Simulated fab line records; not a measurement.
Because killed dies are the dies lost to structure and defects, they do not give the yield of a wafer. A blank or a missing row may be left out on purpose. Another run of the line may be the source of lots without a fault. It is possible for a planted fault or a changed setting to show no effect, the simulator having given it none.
Which tool did it?    flow n5-finfet    27 wafers from 9 lots sampled at 6 of the route's 1938 steps

## WHAT THE GAUGES SHOWED, per wafer
N5_MOL_CONTACT_COAG_THK_MEAS_53.
lot   measured      on             VIA_MOL_THK (nm)
L993  day 6 00:52   film-metro-02  44.4 43.9 44.8
L994  day 6 14:34   film-metro-01  43.3 44.2 43.7
L996  day 6 19:01   film-metro-02  44.5 44.0 44.5
L997  day 7 00:26   film-metro-01  43.8 44.7 45.0
L100  day 7 23:14   film-metro-02  44.2 44.8 44.8
L101  day 8 12:08   film-metro-02  45.8 46.2 46.1
L102  day 8 12:46   film-metro-02  45.3 45.8 45.8
L110  day 10 04:38  film-metro-01  43.3 43.4 44.5
L113  day 11 06:20  film-metro-01  44.6 44.1 44.6

N5_BEOL_M4_RC_MEAS_101.
lot   measured      on         DIBL_N (mV/V)   DIBL_P (mV/V)   IOFF_N (nA/um)     IOFF_P (nA/um)     ION_N (uA/um)  ION_P (uA/um)  SS_N (mV/dec)   SS_P (mV/dec)   VT_N (mV)          VT_P (mV)
L993  day 9 02:19   prober-02  36.2 37.7 35.9  35.5 36.6 35.5  0.143 0.163 0.145  0.188 0.202 0.190  669 666 674    458 456 462    71.7 72.1 71.3  72.4 73.5 72.6  251.5 251.0 250.1  -255.1 -252.9 -252.0
L994  day 9 06:42   prober-01  36.1 36.0 35.6  36.3 36.4 36.0  0.168 0.163 0.172  0.217 0.207 0.213  675 676 673    460 458 457    72.0 71.1 71.3  73.0 73.4 73.2  247.6 250.3 248.9  -250.3 -251.0 -250.2
L996  day 9 10:04   prober-01  34.1 35.3 36.0  35.0 36.8 37.7  0.128 0.150 0.161  0.162 0.179 0.186  660 674 676    452 457 460    71.6 71.1 72.0  72.4 73.4 73.6  252.3 249.7 251.4  -254.1 -254.3 -253.0
L997  day 10 00:45  prober-02  33.8 35.1 34.4  33.6 34.5 34.1  0.126 0.141 0.131  0.147 0.155 0.148  669 669 665    453 443 448    70.9 71.8 70.8  72.7 72.7 72.1  251.1 251.5 252.5  -256.9 -256.8 -256.1
L100  day 11 03:59  prober-01  34.5 37.0 35.2  35.1 37.8 35.1  0.126 0.169 0.134  0.184 0.221 0.179  654 685 661    457 474 460    71.1 71.7 70.8  72.0 73.6 72.5  255.7 249.0 250.9  -250.0 -250.5 -252.3
L101  day 11 08:32  prober-01  33.6 34.7 33.2  36.2 37.1 35.7  0.151 0.157 0.140  0.208 0.220 0.197  674 673 665    467 465 463    71.8 71.6 71.6  72.9 74.4 73.1  248.0 249.8 250.3  -249.2 -249.0 -251.5
L102  day 11 05:29  prober-02  36.2 35.2 37.1  34.6 33.5 35.2  0.138 0.123 0.146  0.180 0.166 0.188  671 666 672    461 453 462    70.9 70.5 71.4  72.2 72.1 72.7  249.2 253.1 251.4  -253.5 -256.0 -252.9
L110  day 12 22:28  prober-02  39.1 38.5 37.6  39.8 39.4 38.0  0.211 0.195 0.187  0.260 0.250 0.231  682 685 686    462 464 469    72.3 72.4 71.8  74.4 73.7 73.0  243.3 248.6 243.6  -250.6 -249.5 -249.3
L113  day 13 23:38  prober-02  35.6 34.9 33.5  34.0 34.2 32.8  0.141 0.131 0.113  0.186 0.198 0.168  649 668 654    448 462 454    71.7 71.1 71.0  72.6 73.4 72.6  255.4 250.9 256.9  -253.7 -251.9 -252.6

## EACH LOT AND THE TOOL THAT RAN IT (in order: tool; ch and the chambers of the sampled wafers; start)
lot   N5_MOL_CONTACT_COAG_STRIP_98        N5_MOL_CONTACT_COAG_ALD_20           N5_MOL_CONTACT_COAG_CMP_23     N5_MOL_CONTACT_COAG_PECVD_31
L993  rie-diel-06 ch 0,2, day 5 10:18     ald-metal-01 ch 0,2,3, day 5 11:53   cmp-04 ch 2,3, day 5 18:07     pecvd-04 ch 0,1,2, day 5 21:19
L994  rie-diel-06 ch 0,1,3, day 5 23:12   ald-metal-03 ch 1,2,3, day 5 23:56   cmp-02 ch 0,2, day 6 07:17     pecvd-04 ch 0,2, day 6 10:31
L996  rie-diel-02 ch 0,2, day 6 05:28     ald-metal-03 ch 1,3, day 6 07:02     cmp-04 ch 0,2,3, day 6 11:41   pecvd-02 ch 0,1, day 6 15:13
L997  rie-diel-02 ch 0,3, day 6 11:47     ald-metal-04 ch 0,2, day 6 12:26     cmp-02 ch 1,2,3, day 6 17:22   pecvd-02 ch 0,1,2, day 6 20:38
L100  rie-diel-02 ch 0,1,2, day 7 10:43   ald-metal-03 ch 0,2,3, day 7 11:22   cmp-02 ch 1,2,3, day 7 16:22   pecvd-02 ch 0,1, day 7 19:49
L101  rie-diel-06 ch 0,2, day 7 18:38     ald-metal-04 ch 0,1,3, day 7 20:11   cmp-03 ch 0,1, day 8 04:53     pecvd-02 ch 0,2, day 8 08:07
L102  rie-diel-02 ch 0,2,3, day 7 19:37   ald-metal-03 ch 0,1,3, day 7 20:19   cmp-04 ch 0,1,3, day 8 05:03   pecvd-02 ch 0,1,2, day 8 08:21
L110  rie-diel-02 ch 1,2,3, day 9 17:10   ald-metal-01 ch 0,1,3, day 9 18:08   cmp-04 ch 1,2,3, day 9 21:40   pecvd-03 ch 0,1,2, day 10 00:53
L113  rie-diel-06 ch 0,1,3, day 10 16:32  ald-metal-01 ch 1,2,3, day 10 17:29  cmp-03 ch 1,2,3, day 10 21:59  pecvd-04 ch 0,1,2, day 11 02:22
- N5_MOL_CONTACT_COAG_STRIP_98: strips in N2/H2.
- N5_MOL_CONTACT_COAG_ALD_20: deposits TiN, target thk 1.5 nm, pulse time 1 s, purge time 3 s.
- N5_MOL_CONTACT_COAG_CMP_23: polishes, stops on SiO2, t overpolish 1.5 s, target thk 0 nm.
- N5_MOL_CONTACT_COAG_PECVD_31: deposits SiO2 from TEOS/O2, target thk 46 nm, time 8.9 s.

## WHAT THE TOOLS THEMSELVES READ (means of the sampled wafers that have a number; where no wafer has one, the mark that the record gives instead)
N5_MOL_CONTACT_COAG_STRIP_98.
lot   tool         drypump-motor-current-A (A)  oes-product-au (a.u.)  power-w (W)  rf-vpp-V (V)  showerhead-plenum-p-Torr (Torr)  temp-c (C)  throttle-valve-pct (%)
L993  rie-diel-06  5.6                          0.71                   501.7        53.0          3.29                             40.02       19.4
L994  rie-diel-06  5.8                          0.77                   499.2        54.1          3.36                             40.05       19.4
L996  rie-diel-02  6.2                          0.75                   498.3        54.1          3.39                             39.99       18.7
L997  rie-diel-02  6.2                          0.74                   499.6        53.0          3.34                             40.11       18.7
L100  rie-diel-02  6.3                          0.78                   500.9        55.2          3.46                             39.98       18.8
L101  rie-diel-06  5.6                          0.70                   500.1        55.3          3.28                             39.98       19.4
L102  rie-diel-02  6.1                          0.71                   497.5        54.6          3.38                             39.95       18.9
L110  rie-diel-02  6.1                          0.73                   500.3        54.9          3.44                             39.97       18.9
L113  rie-diel-06  5.8                          0.82                   499.7        54.2          3.48                             39.97       19.3

N5_MOL_CONTACT_COAG_ALD_20.
lot   tool          heater-power-w (W)  precursor-pulse-height-rel
L993  ald-metal-01  892                 0.996
L994  ald-metal-03  857                 0.997
L996  ald-metal-03  902                 0.991
L997  ald-metal-04  923                 0.977
L100  ald-metal-03  854                 1.020
L101  ald-metal-04  926                 1.007
L102  ald-metal-03  904                 0.989
L110  ald-metal-01  860                 0.993
L113  ald-metal-01  825                 0.998

N5_MOL_CONTACT_COAG_CMP_23.
lot   tool    motor-current-A (A)  overpolish-run-s (s)  time-to-endpoint-s (s)
L993  cmp-04  8.2                  1.495                 9.6
L994  cmp-02  7.6                  1.504                 11.1
L996  cmp-04  7.9                  1.499                 8.5
L997  cmp-02  8.4                  1.504                 9.1
L100  cmp-02  8.8                  1.506                 6.9
L101  cmp-03  8.1                  1.499                 10.8
L102  cmp-04  8.1                  1.498                 9.6
L110  cmp-04  8.1                  1.498                 9.6
L113  cmp-03  8.4                  1.499                 10.8

N5_MOL_CONTACT_COAG_PECVD_31.
lot   tool      susceptor-temp-C (C)
L993  pecvd-04  399.89
L994  pecvd-04  400.02
L996  pecvd-02  399.94
L997  pecvd-02  399.72
L100  pecvd-02  399.84
L101  pecvd-02  393.38
L102  pecvd-02  393.32
L110  pecvd-03  400.01
L113  pecvd-04  399.80

## THE ANSWER, worked out from the rows above alone
Rule: the lots themselves supply what counts as usual. Put in order of their means at a reading, lots are off if they are a third of the lots or fewer, leave a main group of 4 or more, and stand apart from it by a gap of 3 or more times the standard deviation of the main group's means; of several such gaps the widest counts. A main group is skipped when, at the precision printed for the reading in the tables above, its means are all equal. Also off: a lot with no number at a reading for which 4 or more lots have one. All remaining lots with rows at the step are treated as sound. The gauges are gone through in route order, then the tools' own readings, and for those a lot's mean is taken as printed above. The first step at which some lot is off is used, and at that step the reading that is off furthest; a lot without a number counts as furthest.
Off: L101, L102, at N5_MOL_CONTACT_COAG_THK_MEAS_53 (VIA_MOL_THK). The main group has a mean of 44.2 nm with a standard deviation of 0.33.
If a tool, at a process step before that reading, ran all the lots that are off and no sound lot after the first of them, it fits. The gauges at N5_MOL_CONTACT_COAG_THK_MEAS_53 aren't tried: what is off there is off at N5_MOL_CONTACT_COAG_PECVD_31 too, on other tools, and a gauge's error can't cause that. One candidate fits, namely pecvd-02 at N5_MOL_CONTACT_COAG_PECVD_31. A fault onset in the window from L100 (day 7 19:49, its last sound lot) to L101 (day 8 08:07, its first lot off) fits.
The tool's own readings at N5_MOL_CONTACT_COAG_PECVD_31 bear it out: on the lots that are off they differ by more than 5 times the standard deviation of the sound lots' means. susceptor-temp-C reads 393.35 C there against 399.89 C on the sound lots.

## WHAT THE SIMULATOR HAD PUT IN
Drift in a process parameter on pecvd-02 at N5_MOL_CONTACT_COAG_PECVD_31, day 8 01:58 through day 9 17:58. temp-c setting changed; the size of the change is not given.
Shown lots that were struck: L101, L102. The same result came from the rule above.
